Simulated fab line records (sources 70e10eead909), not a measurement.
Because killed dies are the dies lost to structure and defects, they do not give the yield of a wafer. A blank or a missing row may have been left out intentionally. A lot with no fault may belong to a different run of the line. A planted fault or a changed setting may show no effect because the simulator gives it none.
Matching of chambers / flow nand-harc / pecvd-02 running NHARC_THIN_TSV_DEP_43: 3 sister chambers
The step deposits SiO2, target thk 1328.5 nm. 3 wafers are shown with their chamber, then 8 later ones without.

== EACH WAFER AND ITS CHAMBER ==
wafer=L544.5; chamber=2; throttle-valve-pct (%)=15.5
wafer=L541.3; chamber=1; throttle-valve-pct (%)=15.2
wafer=L546.1; chamber=0; throttle-valve-pct (%)=16.3

== WAFERS WITH NO CHAMBER GIVEN ==
wafer=L546.4; throttle-valve-pct (%)=16.0
wafer=L546.6; throttle-valve-pct (%)=15.5
wafer=L548.1; throttle-valve-pct (%)=15.6
wafer=L548.2; throttle-valve-pct (%)=16.1
wafer=L548.4; throttle-valve-pct (%)=16.2
wafer=L560.1; throttle-valve-pct (%)=15.5
wafer=L560.2; throttle-valve-pct (%)=15.6
wafer=L560.4; throttle-valve-pct (%)=15.5

== WHICH CHAMBER EACH WENT THROUGH ==
wafer=L546.4; from the rows above=can't be placed: 0 or 2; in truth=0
wafer=L546.6; from the rows above=2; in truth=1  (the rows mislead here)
wafer=L548.1; from the rows above=2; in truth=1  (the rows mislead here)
wafer=L548.2; from the rows above=0; in truth=0
wafer=L548.4; from the rows above=0; in truth=0
wafer=L560.1; from the rows above=2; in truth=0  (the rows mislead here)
wafer=L560.2; from the rows above=2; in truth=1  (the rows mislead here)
wafer=L560.4; from the rows above=2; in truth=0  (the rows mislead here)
Placed correctly: 2 of 8. From these rows, 1 cannot be placed; in 1 the true chamber is one of the candidates. Placed wrongly: 5.
How it was worked out, from the rows above alone: a wafer's distance from a chamber is the root of the sum, over the readings, of the square of ((its reading less the chamber's mean) divided by the reading's scatter). The wafer belongs to the nearest chamber; if the next one is less than 2 further off, it can't be placed. The mean given for a chamber averages the wafers shown for that chamber. The scatter: with one shown wafer a chamber, the root of the mean of the squares of how far each hidden wafer lies from its nearest shown one.
